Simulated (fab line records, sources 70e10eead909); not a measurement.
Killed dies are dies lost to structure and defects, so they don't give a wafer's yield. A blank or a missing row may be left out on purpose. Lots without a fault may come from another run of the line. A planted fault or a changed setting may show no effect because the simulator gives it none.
Which tool did it? | flow nand_harc | 6 lots, 18 wafers sampled, at 1 step of a route of 1159

WHAT THE GAUGES READ, wafer by wafer
NHARC_P_ZERO_WELL_CD_MEAS_24: target cd 720 nm.
lot  | measured    | on        | cd_nm (nm)
L340 | day 1 20:27 | cd_sem-02 | 718.6 718.3 718.4
L342 | day 2 08:28 | cd_sem-03 | 719.6 720.9 720.1
L344 | day 2 20:28 | cd_sem-02 | 717.6 718.0 718.7
L346 | day 3 08:28 | cd_sem-01 | 722.5 724.2 721.5
L349 | day 4 02:30 | cd_sem-03 | 720.6 722.1 719.6
L354 | day 5 08:28 | cd_sem-03 | 720.9 720.6 721.2

WHICH TOOL RAN EACH LOT (tool, then ch and the chambers of the sampled wafers, then the start)
The record holds no process step before these readings.

THE ANSWER, worked out from the rows above alone
Rule: what is usual is taken from the lots themselves. Put in order of their means at a reading, lots are off if they are a third of the lots or fewer, leave a main group of 4 or more, and stand apart from it by a gap of 3 or more times the standard deviation of the main group's means; of several such gaps the widest counts. A main group whose means are all the same, to the digits that the tables above print for the reading, isn't used. A lot without any number at a reading at which 4 lots or more have one is off too. The other lots that the step has rows for count as sound.
No lot is off at any reading shown: from this, nothing can be told.

WHAT THE SIMULATOR HAD PUT IN
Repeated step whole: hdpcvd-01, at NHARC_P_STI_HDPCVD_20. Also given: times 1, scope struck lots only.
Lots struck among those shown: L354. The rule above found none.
